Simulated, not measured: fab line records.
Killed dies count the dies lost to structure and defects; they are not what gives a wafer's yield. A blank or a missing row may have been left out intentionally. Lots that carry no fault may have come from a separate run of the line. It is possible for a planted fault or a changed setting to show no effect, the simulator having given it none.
What tool caused it? | flow n5Finfet | 12 lots (36 wafers sampled), 1 step of a 1938-step route

## WHAT EACH GAUGE READ, for each wafer
N5_BEOL_M7_RS_MEAS_57: measurement is done with a four-point probe.
lot  | measured     | on           | M7_RS (ohm/sq)
L074 | day 10 07:48 | filmMetro-01 | 0.285 0.293 0.290
L077 | day 10 12:13 | filmMetro-02 | 0.281 0.303 0.295
L078 | day 10 23:13 | filmMetro-01 | 0.285 0.287 0.278
L082 | day 11 02:20 | filmMetro-01 | 0.275 0.277 0.270
L083 | day 11 18:55 | filmMetro-01 | 0.284 0.302 0.285
L085 | day 12 23:47 | filmMetro-02 | 0.295 0.285 0.288
L089 | day 13 07:10 | filmMetro-01 | 0.287 0.278 0.282
L087 | day 13 07:35 | filmMetro-01 | 0.285 0.278 0.283
L090 | day 13 19:41 | filmMetro-01 | 0.282 0.278 0.286
L093 | day 14 03:01 | filmMetro-02 | 0.293 0.285 0.276
L095 | day 15 06:08 | filmMetro-02 | 0.293 0.278 0.276
L096 | day 15 13:14 | filmMetro-01 | 0.278 0.282 0.272

## WHICH TOOL RAN EACH LOT (tool, then ch and the chambers of the sampled wafers, then the start)
No process step before these readings appears in the record.

## THE ANSWER, worked out from the rows above alone
Rule: the usual values come from the lots themselves. Put in order of their means at a reading, lots are off if they are a third of the lots or fewer, leave a main group of 4 or more, and stand apart from it by a gap of 3 or more times the standard deviation of the main group's means; of several such gaps the widest counts. If all means in a main group match to the digits the tables above print for the reading, that group is not used. A lot without any number at a reading at which 4 lots or more have one is off too. Where the step has rows for the other lots, those lots are counted as sound.
No lot is off at any reading shown: from this, nothing can be told.

## WHAT HAD BEEN PUT IN BY THE SIMULATOR
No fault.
